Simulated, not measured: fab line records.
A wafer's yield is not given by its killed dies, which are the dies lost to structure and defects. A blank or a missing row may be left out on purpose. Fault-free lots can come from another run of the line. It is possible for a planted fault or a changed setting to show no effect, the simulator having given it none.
Problem report, 8D (eight disciplines) form, completed by code + flow nand-harc + the parts of the form that need people (team, actions taken, sign-off) are left out

1. THE PROBLEM
c4f6-flow-sccm at NHARC_A_CONTACT_ETCH_96 reads a mean of 20.03 sccm on 2 wafers of 1 lot; wafers without a fault read 25.00 sccm with a standard deviation of 0.078. That puts it -64 standard deviations away from the usual mean.
The step: etches the open film in C4F6/O2, target depth 20 nm, time 10 s.
Seen first at day 18 03:26 on rie-diel-06, wafer L898.2. At this step, 36 wafers from 12 lots have a number in the record. Rule for "out" (also "out of limits"): further than 4 standard deviations from the usual mean. The other wafers with a number count as sound.

2. WHAT IT IS AND WHAT IT IS NOT
| question                    | is                                 | is not                                                                                                         |
|-----------------------------|------------------------------------|----------------------------------------------------------------------------------------------------------------|
| which readings at this step | c4f6-flow-sccm, throttle-valve-pct | drypump-motor-current-A, oes-product-au, rf-vpp-V, showerhead-plenum-p-Torr                                    |
| which lots                  | L898                               | L892, L894, L896, L904, L906, L909, L910, L911, L912, L913, L914                                               |
| which wafers of those lots  | L898.2, L898.6                     | L898.4                                                                                                         |
| read on which tools         | rie-diel-06                        | rie-diel-03, rie-diel-07                                                                                       |
| when                        | from day 18 03:26                  | up to then (10 sound wafers); but 24 sound wafers of L904, L906, L909, L910, L911, L912, L913, L914 came after |

3. WHAT RULES OUT EACH SUSPECT
Counting: any tool at a process step up to the reading remains a suspect provided it ran every lot that is out. Sound lots after the first of them don't rule it out here, since some wafers of a struck lot are sound.
- har-cap-etch-01 at NHARC_A_CONTACT_ETCH_117 (etches the open film in C4F8/O2/Ar, time 94 s, target depth 922 nm): kept. It processed L898, the lot that is out, at day 18 01:58, and its most recent sound lot before then was L894 at day 16 21:25.
- rie-diel-06 at NHARC_A_CONTACT_ETCH_96 (etches the open film in C4F6/O2, target depth 20 nm, time 10 s): kept. It processed L898, the lot that is out, at day 18 03:26, and its most recent sound lot before then was L896 at day 17 18:18. Its own readings are out on those wafers: c4f6-flow-sccm, throttle-valve-pct.
- Within har-cap-etch-01 at NHARC_A_CONTACT_ETCH_117, the wafers that are out were processed in chamber 0 and their sound lot-mates in chamber 1.
- Within rie-diel-06 at NHARC_A_CONTACT_ETCH_96, the wafers that are out were processed in chamber 2 and their sound lot-mates in chamber 3.
Left after counting: har-cap-etch-01 at NHARC_A_CONTACT_ETCH_117, rie-diel-06 at NHARC_A_CONTACT_ETCH_96.

4. THE CAUSE (what the simulator had put in)
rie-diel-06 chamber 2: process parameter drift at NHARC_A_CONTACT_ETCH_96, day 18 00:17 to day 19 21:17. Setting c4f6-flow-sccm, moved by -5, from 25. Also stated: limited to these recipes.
After counting, 2 suspects remain, this tool included.

5. THE EFFECT CHAIN, in route order
Each row: a reading whose mean over the struck wafers that have a number lies more than 3 standard deviations from the usual. Only readings whose record carries a usual standard deviation are examined. hours: median over the lots of the time between each lot's start at the first step of this table that gives one and its start at this step. sigmas: the change, counted in usual standard deviations.
| hours | step                    | reading            | usual      | on struck wafers | change | sigmas |
|-------|-------------------------|--------------------|------------|------------------|--------|--------|
| 0     | NHARC_A_CONTACT_ETCH_96 | c4f6-flow-sccm     | 25.00 sccm | 20.03            | -4.97  | -64    |
| 0     | NHARC_A_CONTACT_ETCH_96 | throttle-valve-pct | 26.903 %   | 26.720           | -0.183 | -19    |
Here are the process steps it includes:
- NHARC_A_CONTACT_ETCH_96: etches the open film in C4F6/O2, target depth 20 nm, time 10 s.
At these later measuring or inspecting steps, every struck wafer for which the step has a row has a number for every such reading, and none has moved that far: NHARC_A_CONTACT_CD_MEAS_53, NHARC_END_SORT_01.

6. HOW IT WOULD HAVE BEEN CAUGHT EARLIER
3 hours passed between the start of the fault at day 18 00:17 and the first reading out of limits in this record, taken at day 18 03:26.
